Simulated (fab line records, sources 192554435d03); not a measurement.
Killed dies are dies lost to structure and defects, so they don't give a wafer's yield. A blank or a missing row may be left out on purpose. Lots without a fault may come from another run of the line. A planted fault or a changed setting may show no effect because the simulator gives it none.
Split-lot experiment | flow n5_finfet | 7 lots, 21 wafers read, on a route of 1938 steps

THE SPLIT
At N5_SD_EPI_P_PEB_07 (peb time 60 s), the setting peb_time_s was moved away from the recipe's 60 s on 7 of the 21 wafers read, by -17.1% to +21.3%. The other wafers ran this setting at the recipe's value.

FROM THE SPLIT TO THE READING: what the file shows between them, 1 step
- N5_SD_EPI_P_DEVELOP_08: develop time 30 s (also split here: develop_time_s)

THE READING
cd_nm, in nm, at N5_SD_EPI_P_CD_MEAS_09 (target cd 240 nm). Fault-free wafers of this fab line usually give 239.8 nm, standard deviation 0.93 nm.

wafer  | tool, chamber at the split | peb_time_s as run, s | against the recipe | cd_nm, nm | against lot-mates on the recipe
L074.1 | litho_track-03, 0          | 52.56                | -12.4%             | 233.0     | -5.0
L074.3 | litho_track-03, 0          | 60                   | recipe             | 237.6     | -
L074.5 | litho_track-03, 0          | 60                   | recipe             | 238.4     | -
L078.3 | litho_track-02, 0          | 60                   | recipe             | 239.0     | -
L078.4 | litho_track-02, 0          | 55.84                | -6.9%              | 238.0     | -1.8
L078.5 | litho_track-02, 0          | 60                   | recipe             | 240.7     | -
L079.1 | litho_track-02, 0          | 60                   | recipe             | 238.3     | -
L079.4 | litho_track-02, 0          | 60                   | recipe             | 238.8     | -
L079.5 | litho_track-02, 0          | 60                   | recipe             | 238.7     | -
L086.3 | litho_track-03, 0          | 49.71                | -17.1%             | 232.3     | -6.9
L086.4 | litho_track-03, 0          | 60                   | recipe             | 239.2     | -
L086.6 | litho_track-03, 0          | 49.71                | -17.1%             | 230.9     | -8.3
L090.1 | litho_track-03, 0          | 60                   | recipe             | 241.1     | -
L090.5 | litho_track-03, 0          | 60                   | recipe             | 240.2     | -
L090.6 | litho_track-03, 0          | 60                   | recipe             | 239.6     | -
L091.1 | litho_track-02, 0          | 60                   | recipe             | 241.0     | -
L091.3 | litho_track-02, 0          | 72.8                 | +21.3%             | 246.3     | +5.3
L091.5 | litho_track-02, 0          | 72.8                 | +21.3%             | 246.6     | +5.6
L094.1 | litho_track-05, 0          | 60                   | recipe             | 240.1     | -
L094.3 | litho_track-05, 0          | 65.15                | +8.6%              | 242.1     | +1.6
L094.6 | litho_track-05, 0          | 60                   | recipe             | 240.9     | -

THE FIT
A straight line over all 21 wafers: cd_nm changes by +0.383 nm for each +1% of peb_time_s; r = +0.95; the points scatter about the line by 1.2 nm.
The same after taking each lot's own level away (the mean of its wafers on the recipe; 21 wafers): +0.327 nm for each +1%; r = +0.96; scatter 0.91 nm.
On that fit, the largest move of peb_time_s shifts the reading by 7 nm.
The lots' own levels span 238.00 to 241.00 nm, that is 3.2 times the standard deviation above.
So the lot-to-lot level changes the slope: the two fits differ.
Check: with one of the wafers moved furthest among these (+21.3%) left out of the fit, the line predicts +7.13 nm for it against its lot-mates. It came out at +5.3 nm against them.

OTHER SPLITS ON THESE WAFERS
These wafers also went through other splits before the reading. Each is held against what the fit with the lots' levels taken away leaves over:
other split on the same wafers        | wafers away from the commonest value | r with cd_nm (lot level and that fit taken away)
N5_DUMMY_GATE_ETCH_31 target_depth_a  | 9                                    | +0.17
N5_SD_EPI_P_DEVELOP_08 develop_time_s | 8                                    | +0.32

THE WHOLE CHAIN: every reading that the file lists as answering this split, in the file's order
step                   | what it does             | reading                                                         | change (the file's fit)               | r (the file's)
N5_SD_EPI_P_CD_MEAS_09 | target cd 240 nm         | cd_nm                                                           | +0.327 nm for each +1% of the setting | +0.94
N5_SD_EPI_P_DESCUM_14  | chemistry O2, time 7.9 s | SD_EPI_P.cd_nm (the simulator's own value, which no gauge read) | +0.314 nm for each +1% of the setting | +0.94

THE FILE'S OWN FIT
cd_nm changes by +0.327 nm for each +1% of peb_time_s, r = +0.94.
